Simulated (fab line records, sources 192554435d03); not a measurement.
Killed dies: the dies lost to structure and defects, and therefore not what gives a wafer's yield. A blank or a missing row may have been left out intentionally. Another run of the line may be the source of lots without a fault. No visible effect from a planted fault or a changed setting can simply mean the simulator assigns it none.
Split-lot trial    flow n5_finfet    21 wafers read across 7 lots, on a route 1938 steps long

== ON THE SPLIT ==
At N5_SDB_COAT_05 (resist thk 90 nm), the setting spin_rpm was moved away from the recipe's 1500 rpm on 7 of the 21 wafers read, by -7.7% to +7.1%. The other wafers ran this setting at the recipe's value.

== FROM THE SPLIT TO THE READING: what the file shows between them, 4 steps ==
- N5_SDB_EBR_07
- N5_SDB_SOFTBAKE_06: time 60 s
- N5_SDB_EXPOSE_08: exposes mask SDB
- N5_SDB_PEB_09: peb time 60 s

== THE READING ==
CAR-ArF_of_SDB_COAT_05.thk_nm (the simulator's own value, which no gauge read), in nm, at N5_SDB_DEVELOP_10 (develop time 30 s). No usual value for it is given in the file. Across the 14 wafers here that went through the recipe, the average is 88.3 nm and the standard deviation 0.26 nm.

wafer   tool, chamber at the split  spin_rpm as run, rpm  against the recipe  CAR-ArF_of_SDB_COAT_05.thk_nm, nm  against lot-mates on the recipe
L077.1  litho_track-04, 0           1500                  recipe              88.2                               -
L077.2  litho_track-04, 0           1500                  recipe              88.4                               -
L077.6  litho_track-04, 0           1607                  +7.1%               85.2                               -3.1
L081.2  litho_track-02, 0           1384                  -7.7%               92                                 +3.6
L081.4  litho_track-02, 0           1500                  recipe              88.4                               -
L081.5  litho_track-02, 0           1500                  recipe              88.4                               -
L083.4  litho_track-02, 0           1500                  recipe              88.8                               -
L083.6  litho_track-02, 0           1500                  recipe              88.8                               -
L083.5  litho_track-02, 0           1500                  recipe              88.6                               -
L084.1  litho_track-02, 0           1557                  +3.8%               86.8                               -1.6
L084.6  litho_track-02, 0           1557                  +3.8%               86.8                               -1.6
L084.4  litho_track-02, 0           1500                  recipe              88.4                               -
L088.1  litho_track-04, 0           1389                  -7.4%               92                                 +3.8
L088.2  litho_track-04, 0           1389                  -7.4%               92                                 +3.8
L088.5  litho_track-04, 0           1500                  recipe              88.2                               -
L090.2  litho_track-03, 0           1500                  recipe              88.2                               -
L090.3  litho_track-03, 0           1500                  recipe              88.2                               -
L090.6  litho_track-03, 0           1603                  +6.9%               85.2                               -3.0
L092.1  litho_track-02, 0           1500                  recipe              88                                 -
L092.4  litho_track-02, 0           1500                  recipe              88                                 -
L092.5  litho_track-02, 0           1500                  recipe              88                                 -

FIT RESULTS
A straight line over all 21 wafers: CAR-ArF_of_SDB_COAT_05.thk_nm changes by -0.466 nm for each +1% of spin_rpm; r = -0.99; the points scatter about the line by 0.24 nm.
The same after taking each lot's own level away (the mean of its wafers on the recipe; 21 wafers): -0.469 nm for each +1%; r = -1.00; scatter 0.13 nm.
Per that fit: largest spin_rpm move, reading shift of 3.6 nm.
From 88.00 to 88.73 nm: that is the span of the lots' own levels, equal to 2.8 times the standard deviation above.
Hence the lot-to-lot level has little effect on the slope; both slopes agree.
Check: for one of the wafers moved furthest among these (-7.7%), held out of the fit, the line's prediction against its lot-mates is +3.73 nm. It came out at +3.6 nm against them.

== OTHER SPLITS APPLIED TO THESE WAFERS ==
These wafers also went through other splits before the reading. Each is held against what the fit with the lots' levels taken away leaves over:
other split on the same wafers             wafers away from the commonest value  r with CAR-ArF_of_SDB_COAT_05.thk_nm (lot level and that fit taken away)
N5_WELL_APT_EXPOSE_05 dose_mj              6                                     -0.01
N5_WELL_APT_PEB_06 peb_time_s              9                                     +0.09
N5_PMOS_HMC_CHANNEL_EPI_EXPOSE_06 dose_mj  10                                    +0.56
N5_PMOS_HMC_CHANNEL_EPI_PEB_07 peb_time_s  10                                    +0.01
N5_DUMMY_GATE_COAT_28 spin_rpm             6                                     +0.09
N5_SD_EPI_N_ETCH_45 target_depth_a         9                                     -0.23
N5_ILD0_CMP_03 down_force_psi              6                                     -0.14

== THE WHOLE CHAIN: every reading that the file lists as answering this split, in the file's order ==
step               what it does       reading                                                                         change (the file's fit)                r (the file's)
N5_SDB_COAT_05     resist thk 90 nm   CAR-ArF_of_SDB_COAT_05.thk_nm (the simulator's own value, which no gauge read)  -0.468 nm for each +1% of the setting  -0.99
N5_SDB_DEVELOP_10  develop time 30 s  CAR-ArF_of_SDB_COAT_05.thk_nm (the simulator's own value, which no gauge read)  -0.461 nm for each +1% of the setting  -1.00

== FILE'S OWN FIT ==
CAR-ArF_of_SDB_COAT_05.thk_nm changes by -0.461 nm for each +1% of spin_rpm, r = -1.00.
